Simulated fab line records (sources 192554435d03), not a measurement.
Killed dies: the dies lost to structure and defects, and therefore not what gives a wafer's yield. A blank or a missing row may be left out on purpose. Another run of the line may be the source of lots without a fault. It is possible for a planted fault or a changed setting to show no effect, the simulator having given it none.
Chamber matching ; flow n5 finfet ; cvd co-02 running N5_BEOL_M1_PRE_CLEAN_60: 3 sister chambers
The step time 15 s. 18 wafers are shown with their chamber, then 9 later ones without.

WAFERS, EACH WITH ITS CHAMBER
wafer;chamber;heater power w (W)
L074.1;2;64
L074.4;1;96
L074.6;2;64
L079.1;0;92
L079.4;0;92
L079.6;1;99
L080.2;2;62
L080.3;1;95
L080.4;1;95
L082.3;1;95
L082.4;1;97
L082.6;2;63
L088.1;1;96
L088.4;0;93
L088.5;2;63
L090.1;2;64
L090.5;1;95
L090.6;2;64

SIGNATURES, as means of the wafers listed above
reading;chamber 0;chamber 1;chamber 2;scatter within a chamber
heater power w;92.33;96.00;63.43;1.11
Rule: a wafer lies at a distance from a chamber equal to the root of the sum of squares, over the readings, of (its reading less the chamber's mean, divided by the reading's scatter). The wafer belongs to the nearest chamber; if the next one is less than 2 further off, it can't be placed. The scatter: take each reading less its chamber's mean, square it, sum over the shown wafers, divide by the number of wafers less the number of chambers, and take the root.

WAFERS MISSING THEIR CHAMBER
wafer;heater power w (W)
L092.2;93
L092.4;92
L092.5;64
L094.4;63
L094.5;93
L094.6;93
L097.1;66
L097.3;93
L097.6;62

CHAMBER TAKEN BY EACH
wafer;from the rows above;in truth
L092.2;0;0
L092.4;0;0
L092.5;2;2
L094.4;2;2
L094.5;0;0
L094.6;0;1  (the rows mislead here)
L097.1;2;2
L097.3;0;0
L097.6;2;2
Placed correctly: 8 of 9. Not placeable from these rows: 0. 1 placed wrongly.
